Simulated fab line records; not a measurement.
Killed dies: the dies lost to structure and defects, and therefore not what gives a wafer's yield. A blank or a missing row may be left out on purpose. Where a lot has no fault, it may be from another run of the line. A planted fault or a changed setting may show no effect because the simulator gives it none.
The tool behind it: which one? | flow nand_harc | 11 lots with 33 wafers sampled at 6 steps, on a route of 1302 steps

## WHAT THE GAUGES READ, wafer by wafer
NHARC_A_CONTACT_CD_MEAS_42 targets a cd of 300 nm.
lot  | measured     | on        | cd_nm (nm)
L202 | day 21 20:10 | cd_sem-01 | 299.5 300.1 299.6
L207 | day 24 01:08 | cd_sem-03 | 299.6 300.9 300.0
L209 | day 24 11:41 | cd_sem-01 | 300.9 300.3 299.9
L208 | day 24 10:48 | cd_sem-01 | 299.1 300.3 300.7
L212 | day 26 08:37 | cd_sem-01 | 299.8 299.4 299.5
L213 | day 26 15:21 | cd_sem-02 | 298.4 300.1 299.7
L216 | day 27 12:25 | cd_sem-03 | 316.9 316.9 316.6
L220 | day 28 15:01 | cd_sem-02 | 313.1 314.1 313.5
L219 | day 29 11:54 | cd_sem-01 | 300.3 300.1 300.0
L224 | day 30 18:25 | cd_sem-03 | 300.2 300.5 300.7
L225 | day 30 19:05 | cd_sem-01 | 300.0 299.3 299.0

NHARC_A_CONTACT_INSPECT_44.
lot  | measured     | on                | raw_defect_count
L202 | day 21 20:17 | defect_inspect-02 | 18 25 28
L207 | day 24 01:16 | defect_inspect-02 | 57 48 60
L209 | day 24 11:49 | defect_inspect-01 | 107 109 111
L208 | day 24 10:56 | defect_inspect-02 | 70 65 78
L212 | day 26 08:45 | defect_inspect-02 | 80 82 75
L213 | day 26 15:28 | defect_inspect-02 | 12 17 16
L216 | day 27 12:32 | defect_inspect-02 | 94 87 106
L220 | day 28 15:09 | defect_inspect-01 | 52 55 58
L219 | day 29 12:02 | defect_inspect-02 | 61 56 58
L224 | day 30 18:32 | defect_inspect-01 | 105 106 106
L225 | day 30 19:12 | defect_inspect-02 | 46 35 36

NHARC_END_SORT_01.
lot  | measured     | on        | killed_at_array | killed_at_other | killed_at_periphery | killed_dies | killed_open | killed_short
L213 | day 29 18:43 | prober-02 | 27              | 2               | 6                   | 35          | 9           | 3
L216 | day 30 10:46 | prober-01 | 64 63 68        | 1 2 0           | 0 1 2               | 65 66 70    | 0 4 2       | 2 1 4

## TOOL THAT RAN EACH LOT (tool first, then ch and the chambers of the sampled wafers, then the start)
lot  | NHARC_A_WL_FILL_STRIP_29           | NHARC_A_CONTACT_EXPOSE_39          | NHARC_A_CONTACT_DESCUM_47
L202 | rie_diel-12 ch 1,2,3, day 21 07:58 | arfi_scanner-01 ch 0, day 21 20:01 | rie_diel-11 ch 1,3, day 21 20:22
L207 | rie_diel-13 ch 0,3, day 23 11:36   | arfi_scanner-03 ch 0, day 24 01:00 | rie_diel-11 ch 1,2,3, day 24 01:21
L209 | rie_diel-13 ch 1,2, day 23 22:35   | arfi_scanner-01 ch 0, day 24 11:33 | rie_diel-10 ch 0,1,3, day 24 11:53
L208 | rie_diel-12 ch 1,2,3, day 23 22:55 | arfi_scanner-02 ch 0, day 24 10:40 | rie_diel-11 ch 0,2,3, day 24 11:00
L212 | rie_diel-12 ch 1,2,3, day 25 20:36 | arfi_scanner-03 ch 0, day 26 08:29 | rie_diel-11 ch 1,2,3, day 26 08:52
L213 | rie_diel-13 ch 2,3, day 26 00:42   | arfi_scanner-01 ch 0, day 26 15:13 | rie_diel-03 ch 0,1,3, day 26 15:32
L216 | rie_diel-04 ch 1,2,3, day 27 00:32 | arfi_scanner-03 ch 0, day 27 12:16 | rie_diel-10 ch 0,1,3, day 27 12:37
L220 | rie_diel-13 ch 0,1, day 27 23:25   | arfi_scanner-03 ch 0, day 28 14:53 | rie_diel-11 ch 0,1, day 28 15:13
L219 | rie_diel-13 ch 0,2,3, day 28 19:42 | arfi_scanner-02 ch 0, day 29 11:46 | rie_diel-11 ch 1,2,3, day 29 12:06
L224 | rie_diel-12 ch 1,3, day 30 04:46   | arfi_scanner-02 ch 0, day 30 18:16 | rie_diel-10 ch 1,3, day 30 18:36
L225 | rie_diel-12 ch 1,3, day 30 04:49   | arfi_scanner-02 ch 0, day 30 18:57 | rie_diel-03 ch 0,1,3, day 30 19:16
- NHARC_A_WL_FILL_STRIP_29: strips in O2, time 20 s.
- NHARC_A_CONTACT_EXPOSE_39: exposes mask A CC 3.
- NHARC_A_CONTACT_DESCUM_47: chemistry O2, time 3 s.

## AS READ BY THE TOOLS THEMSELVES (means over the sampled wafers that have a number; for cases with no such wafer, the mark the record gives instead)
NHARC_A_WL_FILL_STRIP_29.
lot  | tool        | drypump_motor_current_A (A) | mfc_ar_sccm (sccm) | oes_product_au (a.u.) | rf_vpp_V (V) | showerhead_plenum_p_Torr (Torr) | throttle_valve_pct (%)
L202 | rie_diel-12 | 5.27                        | 0.016              | 0.997                 | 57.9         | 3.52                            | 17.031
L207 | rie_diel-13 | 5.54                        | 0.033              | 0.987                 | 57.8         | 3.62                            | 17.031
L209 | rie_diel-13 | 5.70                        | 0.011              | 0.996                 | 58.8         | 3.62                            | 17.040
L208 | rie_diel-12 | 5.28                        | 0.016              | 1.001                 | 57.4         | 3.52                            | 17.028
L212 | rie_diel-12 | 5.29                        | 0.016              | 1.000                 | 58.4         | 3.52                            | 17.041
L213 | rie_diel-13 | 5.36                        | 0.025              | 0.987                 | 58.5         | 3.75                            | 17.029
L216 | rie_diel-04 | 5.12                        | 0.011              | 1.000                 | 57.5         | 3.49                            | 17.042
L220 | rie_diel-13 | 5.71                        | 0.031              | 1.001                 | 57.5         | 3.51                            | 17.034
L219 | rie_diel-13 | 5.53                        | 0.023              | 0.992                 | 58.6         | 3.67                            | 17.036
L224 | rie_diel-12 | 5.50                        | 0.011              | 1.001                 | 58.1         | 3.49                            | 17.039
L225 | rie_diel-12 | 5.46                        | 0.011              | 1.000                 | 57.4         | 3.49                            | 17.037

NHARC_A_CONTACT_EXPOSE_39.
lot  | tool            | exposure_dose_mJ_cm2
L202 | arfi_scanner-01 | 58.80
L207 | arfi_scanner-03 | 58.72
L209 | arfi_scanner-01 | 58.81
L208 | arfi_scanner-02 | 58.74
L212 | arfi_scanner-03 | 58.80
L213 | arfi_scanner-01 | 58.84
L216 | arfi_scanner-03 | 79.75
L220 | arfi_scanner-03 | 75.61
L219 | arfi_scanner-02 | 58.74
L224 | arfi_scanner-02 | 58.88
L225 | arfi_scanner-02 | 58.76

NHARC_A_CONTACT_DESCUM_47.
lot  | tool        | drypump_motor_current_A (A) | mfc_ar_sccm (sccm) | oes_product_au (a.u.) | rf_vpp_V (V) | showerhead_plenum_p_Torr (Torr) | throttle_valve_pct (%)
L202 | rie_diel-11 | 5.2                         | 0.022              | 0.998                 | 58.1         | 1.96                            | 11.310
L207 | rie_diel-11 | 5.7                         | 0.016              | 1.004                 | 57.5         | 1.89                            | 11.309
L209 | rie_diel-10 | 5.6                         | 0.008              | 1.001                 | 57.6         | 1.90                            | 11.313
L208 | rie_diel-11 | 5.9                         | 0.020              | 1.003                 | 58.1         | 1.88                            | 11.308
L212 | rie_diel-11 | 5.7                         | 0.016              | 1.001                 | 56.8         | 1.88                            | 11.315
L213 | rie_diel-03 | 5.8                         | 0.013              | 1.009                 | 57.8         | 1.86                            | 11.308
L216 | rie_diel-10 | 5.5                         | 0.008              | 1.000                 | 58.0         | 1.89                            | 11.304
L220 | rie_diel-11 | 5.8                         | 0.013              | 1.001                 | 57.5         | 1.87                            | 11.305
L219 | rie_diel-11 | 5.7                         | 0.016              | 1.005                 | 57.2         | 1.88                            | 11.306
L224 | rie_diel-10 | 5.9                         | 0.005              | 0.995                 | 56.4         | 1.88                            | 11.303
L225 | rie_diel-03 | 5.9                         | 0.013              | 0.999                 | 57.8         | 1.85                            | 11.312

## THE ANSWER, worked out from the rows above alone
Rule: the lots themselves supply what counts as usual. The widest of any qualifying gaps counts: lots, ordered by their means at a reading, are off when they make up no more than a third of the lots, leave a main group of 4 or more, and stand apart from it by 3 or more times the standard deviation of that group's means. The tables above print the reading to a certain number of digits; a main group whose means all agree to those digits is not used. A lot without any number at a reading at which 4 lots or more have one is off too. The other lots that the step has rows for count as sound. The gauges are gone through in route order, then the tools' own readings, and for those a lot's mean is taken as printed above. The first step at which some lot is off is used, and at that step the reading that is off furthest; a lot without a number counts as furthest.
Off, at NHARC_A_CONTACT_CD_MEAS_42 on cd_nm: L216, L220. The main group: mean 299.9 nm, standard deviation 0.38.
If a tool, at a process step before that reading, ran all the lots that are off and no sound lot after the first of them, it fits. The gauges at NHARC_A_CONTACT_CD_MEAS_42 aren't tried: what is off there is off at NHARC_A_CONTACT_EXPOSE_39 too, on other tools, and a gauge's error can't cause that. One fits: NHARC_A_CONTACT_EXPOSE_39 on arfi_scanner-03. Its last sound lot is L212 (day 26 08:29), its first lot that is off L216 (day 27 12:16): a fault that began between those two fits.
On the lots that are off, the tool's own readings at NHARC_A_CONTACT_EXPOSE_39 differ by more than 5 times the standard deviation of the sound lots' means, which bears it out; exposure_dose_mJ_cm2 reads 77.68 there versus 58.79 on the sound lots.

## WHAT HAD BEEN PUT IN BY THE SIMULATOR
Process parameter drift: arfi_scanner-03, from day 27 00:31 on, at NHARC_A_CONTACT_EXPOSE_39. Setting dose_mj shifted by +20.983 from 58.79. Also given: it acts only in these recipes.
Lots struck among those shown: L216, L220. The same result came from the rule above.
